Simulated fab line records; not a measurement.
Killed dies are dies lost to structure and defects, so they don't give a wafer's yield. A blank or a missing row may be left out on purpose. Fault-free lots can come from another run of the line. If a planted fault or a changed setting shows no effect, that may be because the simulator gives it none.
fab line records	flow n5_finfet
[record] lots = 7	wafers = 39
route steps=1938 shown BEOL_M13@1696 PASSIVATION@1923
start_h: hours from the record's opening day to when the first of the lot's shown wafers began	wait_h: hours since the lot's step before	" the same as in the row above	L1.1+2: a single row standing in for several wafers	- either no value or no given start	* or withheld: withheld	< > ~ a bound
route shown NAME@n: names a module that has steps shown in the file, with the first one's number in the route	usual: mean/standard deviation taken from wafers without a fault	same: alike in all rows	chamber/n: place in a boat	sites: readings site by site	_std_site: standard deviation across them	_edge_site: inner sites' mean taken away from outer sites' mean	radius_mm: how far each site lies from the wafer's centre	mask NAME#n: copy n	behind: tool/chamber where the wafer was last shaped	hold: what put the lot on hold/how long, in hours/how the hold closed	device: the n, p or np transistor that did not switch	end of line: the tests these same wafers got at the end of their route	a step given without rows: its recipe and nothing more	killed: not the wafer's yield, but the dies lost to structure and defects at the first sort	map: a wafer's dies, x killed, . not, _ none there
set.NAME: setting as actually run; set.NAME@STEP: the setting as run at that earlier step	model.NAME: the simulator's own value behind a step, which no gauge read
one table per step and one row per wafer, for lots whose settings were changed on purpose
[[steps]]
[step N5_BEOL_M13_TRENCH_ETCH_34]
[recipe] chemistry = C4F8/O2/Ar	target = SiOC	target_depth_a = 4134.7	mask_material = SOC	pressure_mtorr = 30	source_w = 3000	bias_w = 700	Ar_flow_sccm = 400	C4F8_flow_sccm = 15	O2_flow_sccm = 8	he_inner_torr = 15	he_outer_torr = 30	time_s = 162.6	ion_energy_ev = 250
lot.wafer	tool	chamber	start_h	wait_h	set.time_s	model.etch.depth_nm
L075.1	rie_diel-03	3	253.29	0.0	162.6	426.1
L075.2	"	2	"	"	162.6	427.3
L075.6	"	2	"	"	162.6	429.2
L082.1	rie_diel-03	0	301.43	0.0	106.4	272.7
L082.2	"	3	"	"	162.6	416.8
L082.3	"	2	"	"	106.4	277.1
L082.4	"	1	"	"	162.6	416.6
L082.5	"	1	"	"	162.6	415.3
L082.6	"	2	"	"	106.4	274.7
L091.1	rie_diel-05	3	345.70	0.0	162.6	405.6
L091.2	"	2	"	"	162.6	408.8
L091.3	"	1	"	"	162.6	400.1
L091.4	"	0	"	"	162.6	405.1
L091.5	"	3	"	"	162.6	404.5
L091.6	"	2	"	"	162.6	403.6
L088.1	rie_diel-04	1	357.18	0.0	222.2	555.1
L088.2	"	2	"	"	162.6	412.9
L088.3	"	0	"	"	222.2	568
L088.4	"	3	"	"	162.6	412.2
L088.5	"	0	"	"	222.2	561.3
L088.6	"	3	"	"	162.6	418.7
L092.1	rie_diel-04	1	365.58	0.0	162.6	405.3
L092.2	"	0	"	"	228.8	583.5
L092.3	"	3	"	"	162.6	417.3
L092.4	"	2	"	"	162.6	414.3
L092.5	"	3	"	"	228.8	585.7
L092.6	"	2	"	"	228.8	580.4
L094.1	rie_diel-04	0	374.86	0.0	162.6	414.3
L094.2	"	3	"	"	162.6	421.5
L094.3	"	2	"	"	219.5	561.3
L094.4	"	1	"	"	219.5	547.3
L094.5	"	3	"	"	162.6	420.4
L094.6	"	0	"	"	219.5	559.7
L097.1	rie_diel-03	0	410.54	0.0	162.6	409.9
L097.2	"	3	"	"	196	496.9
L097.3	"	2	"	"	162.6	415.7
L097.4	"	0	"	"	196	493.4
L097.5	"	3	"	"	196	498.5
L097.6	"	2	"	"	162.6	417.1
[step N5_BEOL_M13_STRIP_70]
[recipe] chemistry = C4F8/O2/Ar	resist = SiARC	rf_frequency_hz = 6e+07
[step N5_BEOL_M13_OCD_MEAS_35]
[usual] trench_depth_nm = 412/6.7
lot.wafer	tool	chamber	start_h	wait_h	set.time_s@BEOL_M13_TRENCH_ETCH_34	trench_depth_nm
L075.1	ocd-01	-	253.47	0.0	162.6	426
L075.2	"	-	"	"	162.6	427
L075.6	"	-	"	"	162.6	429
L082.1	ocd-01	-	301.61	0.0	106.4	272
L082.2	"	-	"	"	162.6	418
L082.3	"	-	"	"	106.4	277
L082.4	"	-	"	"	162.6	-
L082.5	"	-	"	"	162.6	-
L082.6	"	-	"	"	106.4	-
L091.1	ocd-01	-	345.88	0.0	162.6	405
L091.2	"	-	"	"	162.6	409
L091.3	"	-	"	"	162.6	400
L091.4	"	-	"	"	162.6	406
L091.5	"	-	"	"	162.6	404
L091.6	"	-	"	"	162.6	404
L088.1	ocd-01	-	357.35	0.0	222.2	555
L088.2	"	-	"	"	162.6	413
L088.3	"	-	"	"	222.2	568
L088.4	"	-	"	"	162.6	412
L088.5	"	-	"	"	222.2	562
L088.6	"	-	"	"	162.6	419
L092.1	ocd-02	-	365.75	0.0	162.6	405
L092.2	"	-	"	"	228.8	583
L092.3	"	-	"	"	162.6	418
L092.4	"	-	"	"	162.6	414
L092.5	"	-	"	"	228.8	585
L092.6	"	-	"	"	228.8	581
L094.1	ocd-02	-	375.03	0.0	162.6	414
L094.2	"	-	"	"	162.6	422
L094.3	"	-	"	"	219.5	561
L094.4	"	-	"	"	219.5	548
L094.5	"	-	"	"	162.6	420
L094.6	"	-	"	"	219.5	560
L097.1	ocd-01	-	410.72	0.0	162.6	410
L097.2	"	-	"	"	196	497
L097.3	"	-	"	"	162.6	415
L097.4	"	-	"	"	196	494
L097.5	"	-	"	"	196	498
L097.6	"	-	"	"	162.6	417
[step N5_BEOL_M13_STRIP_37]
[recipe] chemistry = N2/H2	power_w = 1000	temp_c = 250	h2_frac = 0.65	overash_fraction = 0.3	pressure_mtorr = withheld	n2_flow_sccm = 1750	h2_flow_sccm = 3250
[step N5_BEOL_M13_ETCH_38]
[recipe] chemistry = CF4/N2	target = SiCN	target_depth_a = 675	taper_deg = 2	time_s = 71.9	ion_energy_ev = 150	mask_material = SiO2	pressure_mtorr = 40	source_w = 430	bias_w = 70	Ar_flow_sccm = 100	cf4_flow_sccm = 60	n2_flow_sccm = 60
[step N5_BEOL_M13_ECD_47]
[recipe] material = Cu	target_thk_a = 9360
[step N5_BEOL_M13_ANNEAL_48]
[recipe] temp_c = 225	time_s = 90	ambient = N2
[step N5_BEOL_M13_CMP_49]
[recipe] stop_on = SiOC	t_overpolish_s = 17.1	down_force_psi = 1	platen_rpm = 50	clearing_platen_down_force_psi = 1.5	clearing_platen_rpm = 50	post_cmp_clean = cu_alkaline	target_thk_nm = 420	clearing_platen_pad_velocity_m_s = 0.99484	pad_velocity_m_s = 0.99484
lot.wafer	tool	chamber	start_h	wait_h	set.time_s@BEOL_M13_TRENCH_ETCH_34	model.Cu_of_BEOL_M13_ECD_47.thk_nm
L075.1	cmp-02	3	256.07	0.3	162.6	432.2
L075.2	"	2	"	"	162.6	434.6
L075.6	"	0	"	"	162.6	435.8
L082.3	cmp-03	2	303.68	0.2	106.4	282.4
L082.1	"	3	"	"	106.4	278.6
L082.4	"	0	"	"	162.6	421.8
L082.2	"	1	"	"	162.6	423.4
L082.6	"	2	"	"	106.4	280.2
L082.5	"	3	"	"	162.6	421.6
L091.1	cmp-03	2	348.20	0.3	162.6	413.2
L091.4	"	3	"	"	162.6	412.4
L091.3	"	0	"	"	162.6	407
L091.2	"	1	"	"	162.6	416
L091.5	"	2	"	"	162.6	412
L091.6	"	3	"	"	162.6	410.6
L088.2	cmp-03	2	363.95	0.2	162.6	419.4
L088.4	"	3	"	"	162.6	418.6
L088.3	"	0	"	"	222.2	575.8
L088.1	"	1	"	"	222.2	562.6
L088.5	"	2	"	"	222.2	568.2
L088.6	"	3	"	"	162.6	426.8
L092.1	cmp-01	3	367.80	0.3	162.6	414
L092.2	"	0	"	"	228.8	589
L092.4	"	1	"	"	162.6	419.4
L092.3	"	2	"	"	162.6	423.4
L092.6	"	3	"	"	228.8	588.8
L092.5	"	0	"	"	228.8	592.2
L094.4	cmp-03	3	377.23	0.1	219.5	553.8
L094.3	"	0	"	"	219.5	568
L094.2	"	1	"	"	162.6	428.6
L094.1	"	2	"	"	162.6	419
L094.5	"	3	"	"	162.6	427.2
L094.6	"	0	"	"	219.5	567.4
L097.1	cmp-02	0	413.58	0.3	162.6	416.6
L097.4	"	1	"	"	196	501
L097.3	"	2	"	"	162.6	422.8
L097.2	"	3	"	"	196	503.6
L097.5	"	0	"	"	196	506.4
L097.6	"	1	"	"	162.6	423.8
[step N5_BEOL_M13_THK_MEAS_50]
[recipe] thk_meas_gauge = xrf	reads = Cu_of_BEOL_M13_ECD_47
[usual] M13_THK = 418/7.7
lot.wafer	tool	chamber	start_h	wait_h	set.time_s@BEOL_M13_TRENCH_ETCH_34	M13_THK[nm]
L075.1	film_metro-01	-	256.36	-	162.6	428
L075.2	"	-	"	"	162.6	430
L075.6	"	-	"	"	162.6	430
L082.1	film_metro-01	-	303.98	-	106.4	280
L082.2	"	-	"	"	162.6	424
L082.3	"	-	"	"	106.4	283
L082.4	"	-	"	"	162.6	-
L082.5	"	-	"	"	162.6	-
L082.6	"	-	"	"	106.4	-
L091.1	film_metro-02	-	348.49	-	162.6	415
L091.2	"	-	"	"	162.6	416
L091.3	"	-	"	"	162.6	409
L091.4	"	-	"	"	162.6	414
L091.5	"	-	"	"	162.6	412
L091.6	"	-	"	"	162.6	411
L088.1	film_metro-01	-	364.25	-	222.2	556
L088.2	"	-	"	"	162.6	412
L088.3	"	-	"	"	222.2	567
L088.4	"	-	"	"	162.6	413
L088.5	"	-	"	"	222.2	559
L088.6	"	-	"	"	162.6	420
L092.1	film_metro-02	-	368.10	-	162.6	415
L092.2	"	-	"	"	228.8	593
L092.3	"	-	"	"	162.6	424
L092.4	"	-	"	"	162.6	419
L092.5	"	-	"	"	228.8	595
L092.6	"	-	"	"	228.8	593
L094.1	film_metro-02	-	377.52	-	162.6	419
L094.2	"	-	"	"	162.6	432
L094.3	"	-	"	"	219.5	571
L094.4	"	-	"	"	219.5	554
L094.5	"	-	"	"	162.6	429
L094.6	"	-	"	"	219.5	569
L097.1	film_metro-01	-	413.87	-	162.6	414
L097.2	"	-	"	"	196	497
L097.3	"	-	"	"	162.6	418
L097.4	"	-	"	"	196	497
L097.5	"	-	"	"	196	503
L097.6	"	-	"	"	162.6	421
[step N5_BEOL_M13_PRE_CLEAN_52]
[recipe] gas = NH3	time_s = 15	temp_c = withheld	rf_power_w = 300
[step N5_BEOL_M13_DEP_53]
[recipe] material = SiCN	target_thk_a = 500	temp_c = withheld	precursor = 3MS/NH3	pressure_torr = 3	rf_w = 675	time_s = 17.8
[step N5_BEOL_M13_RS_MEAS_54]
[recipe] thk_meas_gauge = four-point-probe	reads = Cu_of_BEOL_M13_ECD_47+Ta_of_BEOL_M13_SPUTTER_44+TaN_of_BEOL_M13_SPUTTER_43
[usual] M13_RS = 0.0451/0.00075
lot.wafer	tool	chamber	start_h	wait_h	set.time_s@BEOL_M13_TRENCH_ETCH_34	M13_RS[ohm/sq]
L075.1	film_metro-02	-	256.49	0.0	162.6	0.0436
L075.2	"	-	"	"	162.6	0.0435
L075.6	"	-	"	"	162.6	0.0433
L082.1	film_metro-01	-	304.14	0.1	106.4	0.0690
L082.2	"	-	"	"	162.6	0.0447
L082.3	"	-	"	"	106.4	0.0682
L082.4	"	-	"	"	162.6	-
L082.5	"	-	"	"	162.6	-
L082.6	"	-	"	"	106.4	-
L091.1	film_metro-01	-	348.62	0.0	162.6	0.0458
L091.2	"	-	"	"	162.6	0.0456
L091.3	"	-	"	"	162.6	0.0466
L091.4	"	-	"	"	162.6	0.0458
L091.5	"	-	"	"	162.6	0.0459
L091.6	"	-	"	"	162.6	0.0461
L088.1	film_metro-02	-	364.37	0.0	222.2	0.0333
L088.2	"	-	"	"	162.6	0.0451
L088.3	"	-	"	"	222.2	0.0325
L088.4	"	-	"	"	162.6	0.0451
L088.5	"	-	"	"	222.2	0.0329
L088.6	"	-	"	"	162.6	0.0443
L092.1	film_metro-02	-	368.23	0.0	162.6	0.0456
L092.2	"	-	"	"	228.8	0.0318
L092.3	"	-	"	"	162.6	0.0446
L092.4	"	-	"	"	162.6	0.0450
L092.5	"	-	"	"	228.8	0.0316
L092.6	"	-	"	"	228.8	0.0318
L094.1	film_metro-01	-	377.65	0.0	162.6	0.0451
L094.2	"	-	"	"	162.6	0.0441
L094.3	"	-	"	"	219.5	0.0330
L094.4	"	-	"	"	219.5	0.0339
L094.5	"	-	"	"	162.6	0.0443
L094.6	"	-	"	"	219.5	0.0331
L097.1	film_metro-01	-	414.00	0.0	162.6	0.0454
L097.2	"	-	"	"	196	0.0374
L097.3	"	-	"	"	162.6	0.0448
L097.4	"	-	"	"	196	0.0375
L097.5	"	-	"	"	196	0.0371
L097.6	"	-	"	"	162.6	0.0447
[step N5_PASSIVATION_DEVELOP_43]
[recipe] develop_time_s = 60	rinse_liquid = diw	dry = air_spin	dev_temp_c = 21
lot.wafer	tool	chamber	start_h	wait_h	set.develop_time_s
L075.1+2+6	litho_track-04	0	-	-	60
L082.1+3+5	litho_track-04	0	-	-	80.76
L082.2+4+6	"	0	"	"	60
L091.1+2+3+4+5+6	litho_track-01	0	-	-	60
L092.1+3+6	litho_track-01	0	-	-	60
L092.2+4+5	"	0	"	"	35.64
L088.1+2+5	litho_track-01	0	-	-	70.61
L088.3+4+6	"	0	"	"	60
L094.1+2+3+4+5+6	litho_track-04	0	-	-	60
L097.1+2+3	litho_track-04	0	-	-	30.45
L097.4+5+6	"	0	"	"	60
[step N5_PASSIVATION_HARDBAKE_45]
[recipe] temp_c = 130	time_s = 120
[step N5_PASSIVATION_CD_MEAS_44]
[recipe] target_cd_nm = 40000	landing_energy_ev = 500	detector = se_inlens
[usual] cd_nm = 40002/3.7
lot.wafer	tool	chamber	start_h	wait_h	set.develop_time_s@PASSIVATION_DEVELOP_43	cd_nm
L075.1	cd_sem-02	0	285.56	-	60	40001
L075.2	"	0	"	"	60	40007
L075.6	"	0	"	"	60	40003
L082.1	cd_sem-02	0	325.17	-	80.76	40020
L082.2	"	0	"	"	60	40006
L082.3	"	0	"	"	80.76	40014
L082.4	"	0	"	"	60	-
L082.5	"	0	"	"	80.76	-
L082.6	"	0	"	"	60	-
L091.1	cd_sem-01	0	372.75	-	60	39997
L091.2	"	0	"	"	60	40007
L091.3	"	0	"	"	60	39997
L091.4	"	0	"	"	60	40000
L091.5	"	0	"	"	60	39996
L091.6	"	0	"	"	60	39997
L092.1	cd_sem-02	0	392.71	-	60	40008
L092.2	"	0	"	"	35.64	39976
L092.3	"	0	"	"	60	40002
L092.4	"	0	"	"	35.64	39975
L092.5	"	0	"	"	35.64	39978
L092.6	"	0	"	"	60	39998
L088.1	cd_sem-03	0	393.43	-	70.61	40008
L088.2	"	0	"	"	70.61	40009
L088.3	"	0	"	"	60	39997
L088.4	"	0	"	"	60	40004
L088.5	"	0	"	"	70.61	40005
L088.6	"	0	"	"	60	40001
L094.1	cd_sem-01	0	401.57	-	60	39997
L094.2	"	0	"	"	60	40005
L094.3	"	0	"	"	60	39999
L094.4	"	0	"	"	60	40002
L094.5	"	0	"	"	60	40005
L094.6	"	0	"	"	60	40001
L097.1	cd_sem-03	0	435.72	-	30.45	39977
L097.2	"	0	"	"	30.45	39973
L097.3	"	0	"	"	30.45	39977
L097.4	"	0	"	"	60	40008
L097.5	"	0	"	"	60	40000
L097.6	"	0	"	"	60	40006
[[key]]
[split] step = N5_BEOL_M13_TRENCH_ETCH_34	setting = time_s	stated = 162.6	by = wafer
[response] step = N5_BEOL_M13_TRENCH_ETCH_34	reading = model.etch.depth_nm	change = +4.06	per = 1%	r = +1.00
[response] step = N5_BEOL_M13_OCD_MEAS_35	reading = trench_depth_nm	change = +4.06	per = 1%	r = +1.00
[response] step = N5_BEOL_M13_CMP_49	reading = model.Cu_of_BEOL_M13_ECD_47.thk_nm	change = +4.07	per = 1%	r = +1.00
[response] step = N5_BEOL_M13_THK_MEAS_50	reading = M13_THK	change = +4.08	per = 1%	r = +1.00
[response] step = N5_BEOL_M13_RS_MEAS_54	reading = M13_RS	change = -0.000366	per = 1%	r = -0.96
[split] step = N5_PASSIVATION_DEVELOP_43	setting = develop_time_s	stated = 60	by = wafer
[response] step = N5_PASSIVATION_CD_MEAS_44	reading = cd_nm	change = +0.566	per = 1%	r = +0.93
